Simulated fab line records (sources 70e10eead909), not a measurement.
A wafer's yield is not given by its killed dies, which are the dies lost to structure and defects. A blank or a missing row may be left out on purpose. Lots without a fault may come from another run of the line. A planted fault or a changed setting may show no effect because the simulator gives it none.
Which tool was responsible? | flow nand-harc | Sampling: 11 lots, 33 wafers, 5 of 1159 route steps

WHAT THE GAUGES SHOWED, per wafer
NHARC_A_M0_INSPECT_27.
lot  | measured     | on                | raw-defect-count
L450 | day 17 18:58 | defect-inspect-01 | 280 392 339
L454 | day 18 01:11 | defect-inspect-01 | 433 358 545
L455 | day 18 08:46 | defect-inspect-01 | 436 614 448
L452 | day 18 16:49 | defect-inspect-01 | 390 360 349
L456 | day 18 17:20 | defect-inspect-01 | 497 409 467
L460 | day 19 23:18 | defect-inspect-01 | 374 479 461
L459 | day 20 04:41 | defect-inspect-02 | 411 659 526
L461 | day 20 20:22 | defect-inspect-01 | 315 559 550
L466 | day 21 13:11 | defect-inspect-01 | 1866 1835 1758
L463 | day 21 14:13 | defect-inspect-02 | 1819 1805 2024
L469 | day 22 04:53 | defect-inspect-02 | 395 477 350

TOOL THAT RAN EACH LOT (tool first, then ch and the chambers of the sampled wafers, then the start)
lot  | NHARC_A_M0_ETCH_15                            | NHARC_A_M0_DEGAS_28          | NHARC_A_M0_PVD_20                       | NHARC_A_M0_CMP_23
L450 | rie-diel-06 ch 0,2, day 17 17:22 or earlier   | pvd-sputter-01, day 17 17:22 | pvd-sputter-01, day 17 18:29 or earlier | cmp-02 ch 2,3, day 17 18:29
L454 | rie-diel-06 ch 0,1,2, day 17 23:34 or earlier | pvd-sputter-02, day 17 23:34 | pvd-sputter-02, day 18 00:41 or earlier | cmp-04 ch 2,3, day 18 00:41
L455 | rie-diel-09 ch 1,2, day 18 07:13 or earlier   | pvd-sputter-01, day 18 07:13 | pvd-sputter-01, day 18 08:17 or earlier | cmp-01 ch 2,3, day 18 08:17
L452 | rie-diel-05 ch 0,3, day 18 15:16 or earlier   | pvd-sputter-01, day 18 15:16 | pvd-sputter-01, day 18 16:22 or earlier | cmp-02 ch 0,1,2, day 18 16:22
L456 | rie-diel-09 ch 0,1,3, day 18 15:48 or earlier | pvd-sputter-02, day 18 15:48 | pvd-sputter-02, day 18 16:52 or earlier | cmp-04 ch 0,2, day 18 16:52
L460 | rie-diel-06 ch 1,2,3, day 19 21:19 or earlier | pvd-sputter-02, day 19 21:19 | pvd-sputter-02, day 19 22:51 or earlier | cmp-04 ch 1,2,3, day 19 22:51
L459 | rie-diel-06 ch 0,1,3, day 20 03:08 or earlier | pvd-sputter-01, day 20 03:08 | pvd-sputter-01, day 20 04:15 or earlier | cmp-02 ch 0,2,3, day 20 04:15
L461 | rie-diel-05 ch 0,1, day 20 18:47 or earlier   | pvd-sputter-01, day 20 18:47 | pvd-sputter-01, day 20 19:58 or earlier | cmp-02 ch 0,1,3, day 20 19:58
L466 | rie-diel-05 ch 0,1, day 21 11:38 or earlier   | pvd-sputter-01, day 21 11:38 | pvd-sputter-01, day 21 12:43 or earlier | cmp-02 ch 0,1, day 21 12:43
L463 | rie-diel-09 ch 1,2,3, day 21 12:31 or earlier | pvd-sputter-01, day 21 12:31 | pvd-sputter-01, day 21 13:44 or earlier | cmp-02 ch 1,2,3, day 21 13:44
L469 | rie-diel-06 ch 1,2,3, day 22 03:19 or earlier | pvd-sputter-03, day 22 03:19 | pvd-sputter-03, day 22 04:23 or earlier | cmp-04 ch 0,1,3, day 22 04:23
- NHARC_A_M0_ETCH_15: etches the open film in C4F8/Ar, target depth 150 nm, overetch 15 nm, time 82.5 s.
- NHARC_A_M0_DEGAS_28: time 60 s.
- NHARC_A_M0_PVD_20: deposits TaN, target thk 5 nm, time 8.06 s.
- NHARC_A_M0_CMP_23: polishes, t overpolish 20 s, target thk 113.75 nm.

THE ANSWER, worked out from the rows above alone
Rule: the usual values come from the lots themselves. The widest of any qualifying gaps counts: lots, ordered by their means at a reading, are off when they make up no more than a third of the lots, leave a main group of 4 or more, and stand apart from it by 3 or more times the standard deviation of that group's means. The tables above print the reading to a certain number of digits; a main group whose means all agree to those digits is not used. A lot without any number at a reading at which 4 lots or more have one is off too. Where the step has rows for the other lots, those lots are counted as sound.
Off, at NHARC_A_M0_INSPECT_27 on raw-defect-count: L466, L463. The main group has a mean of 440 with a standard deviation of 58.
A tool fits if, at a process step before that reading, it ran every lot that is off, and no sound lot after the first of them. The gauges at NHARC_A_M0_INSPECT_27 are tried like those tools. With no start given for some of its lots, NHARC_A_M0_ETCH_15 uses the hours and lot order of NHARC_A_M0_DEGAS_28. With no start given for some of its lots, NHARC_A_M0_PVD_20 uses the hours and lot order of NHARC_A_M0_CMP_23. Undecided on this evidence; 2 tools fit (pvd-sputter-01 at NHARC_A_M0_DEGAS_28 and NHARC_A_M0_PVD_20, cmp-02 at NHARC_A_M0_CMP_23).

WHAT THE SIMULATOR PUT IN
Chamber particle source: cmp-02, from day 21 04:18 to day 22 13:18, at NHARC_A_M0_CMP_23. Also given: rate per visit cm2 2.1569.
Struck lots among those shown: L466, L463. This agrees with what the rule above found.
